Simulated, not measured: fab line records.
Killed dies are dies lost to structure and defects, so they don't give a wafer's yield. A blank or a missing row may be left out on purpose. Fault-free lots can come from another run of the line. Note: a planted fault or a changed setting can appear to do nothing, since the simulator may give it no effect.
A struck lot beside a sound one || flow n5 finfet || 39 out of 1938 route steps
Sound: the wafers L553.1, L553.2, L553.3. Struck: wafers L546.1, L546.3. (L546.4 of the same lot was not struck and is left out.) The cause comes at the end.
For every step that has rows: the tool of each side, followed by ch and its chambers, followed by its first start. Under that, the readings that differ: sound wafers || struck wafers || difference of the means || sigmas: that difference in standard deviations of wafers without a fault.
alike: readings whose means differ by less than 2 such deviations, and words and numbers that are the same on both sides. not compared: withheld readings, readings that some wafer has no value for, bounds like >300 that may hide the same value, and numbers for which the record gives no deviation and whose values overlap.
A row with sigmas, a row that says differs or no value, or rows on one side alone: a step with any of these is where the two part. Numbers that have no deviation but don't overlap get no sigmas and don't part them. A reading missing from all wafers of one side parts the sides only when that side holds two or more wafers.

first, 11 steps without rows for these wafers: N5_BEOL_M3_STRIP_65 (strips in N2/H2); N5_BEOL_M3_STRIP_75 (strips in N2/H2); N5_BEOL_M3_STRIP_66 (strips in CF4); N5_BEOL_M3_HM_OPEN_17 (chemistry Cl2/BCl3, target TiN, target depth 20 nm, overetch 6 nm); N5_BEOL_M3_STRIP_19 (strips in O2); N5_BEOL_M3_COAT_67 (time 60 s, resist thk 60 nm); N5_BEOL_M3_COAT_68 (time 60 s, resist thk 12 nm); N5_BEOL_M3_COAT_76 (time 60 s, resist thk 5 nm); N5_BEOL_M3_COAT_22 (resist thk 30 nm); N5_BEOL_M3_EBR_24; N5_BEOL_M3_SOFTBAKE_23 (time 60 s).
N5_BEOL_M3_EXPOSE_25: exposes mask V2, defocus 5 nm.
  sound on euv scanner-02 ch 0, day 10 12:59; struck on euv scanner-01 ch 0, day 8 15:27
  alike: mask
then, 2 steps without rows for these wafers: N5_BEOL_M3_PEB_26 (peb time 60 s); N5_BEOL_M3_DEVELOP_27 (develop time 30 s).
N5_BEOL_M3_CD_MEAS_28: target cd 25.7 nm, target cd y 23.3 nm.
  sound on cd sem-02 ch 0, day 10 13:07; struck on cd sem-01 ch 0, day 8 15:36
{"reading": "cd nm (nm)", "sound": "25.47 25.46 25.74", "struck": "22.35 21.38", "difference": -3.69, "sigmas": -18}
then, 22 steps without rows for these wafers: N5_BEOL_M3_DESCUM_33 (chemistry O2, time 7 s); N5_BEOL_M3_ETCH_77 (etches underlayer in N2/H2, target depth 6.5 nm, time 5.2 s); N5_BEOL_M3_ETCH_69 (etches SiARC in CF4, target depth 15.6 nm, time 26 s); N5_BEOL_M3_ALD_98 (deposits SiO2, target thk 2.5 nm, pulse time 1 s, co reactant pulse time 1 s); N5_BEOL_M3_ETCHBACK_99 (etches SiO2 in CHF3, target depth 5 nm, time 10.4 s); N5_BEOL_M3_ETCH_70 (etches SOC in N2/H2, target depth 80 nm, overetch 16 nm, time 120 s); N5_BEOL_M3_STRIP_71 (strips in N2/H2); N5_BEOL_M3_STRIP_78 (strips in N2/H2); N5_BEOL_M3_VIA_ETCH_34 (etches the open film in C4F6/O2, target depth 69.4 nm, time 65.9 s); N5_BEOL_M3_STRIP_83 (strips in C4F6/O2); N5_BEOL_M3_STRIP_36 (strips in N2/H2); N5_BEOL_M3_TRENCH_ETCH_37 (etches SiOC in C4F6/O2, target depth 55.555 nm, time 29.2 s); N5_BEOL_M3_ETCH_41 (etches SiCN in CH3F/O2, target depth 29.9 nm, time 52.5 s); N5_BEOL_M3_STRIP_97 (strips in N2/H2, time 10 s); N5_BEOL_M3_HM_STRIP_39 (strips TiN in peroxide tin strip, target depth 25 nm, time 158 s); N5_BEOL_M3_SRD_40 (time 30 s); N5_BEOL_M3_PRECLEAN_42 (cleans in residue remover, time 60 s); N5_BEOL_M3_SRD_43 (time 30 s); N5_BEOL_M3_DEGAS_44 (time 60 s); N5_BEOL_M3_PRE_CLEAN_45 (time 30 s); N5_BEOL_M3_ALD_84 (deposits TaN, pulse time 2 s, purge time 3 s, co reactant purge time 2 s); N5_BEOL_M3_SURFACE_TREAT_85.
N5_BEOL_M4_RC_MEAS_101:
  sound on prober-01 ch 0, day 11 21:13; struck on prober-02 ch 0, day 9 14:12
{"reading": "CHAIN_V2 (ohm/link)", "sound": "222 236 219", "struck": "323 355", "difference": "+113", "sigmas": "+17"}
{"reading": "CHAIN_V2_max_site (ohm/link)", "sound": "234 245 232", "struck": "334 362", "difference": "+111", "sigmas": "+15"}
  alike: DIBL_N, DIBL_P, IOFF_N, IOFF_P, ION_N, ION_P, SS_N, SS_P, VT_N, VT_P
-- here the record skips 5 days between the struck wafers' starts before and after, leaving off in module BEOL_M4 and picking up in module PASSIVATION (first step shown: number 1936 of the route) --
N5_PASSIVATION_PROBE_49:
  the record has rows for the struck wafers here (prober-01, day 14 03:42) and none for the sound ones

== WHERE THEY PART ==
At N5_BEOL_M3_CD_MEAS_28 first; at N5_PASSIVATION_PROBE_49 last (within this record only).

WHY: what had been put in by the simulator
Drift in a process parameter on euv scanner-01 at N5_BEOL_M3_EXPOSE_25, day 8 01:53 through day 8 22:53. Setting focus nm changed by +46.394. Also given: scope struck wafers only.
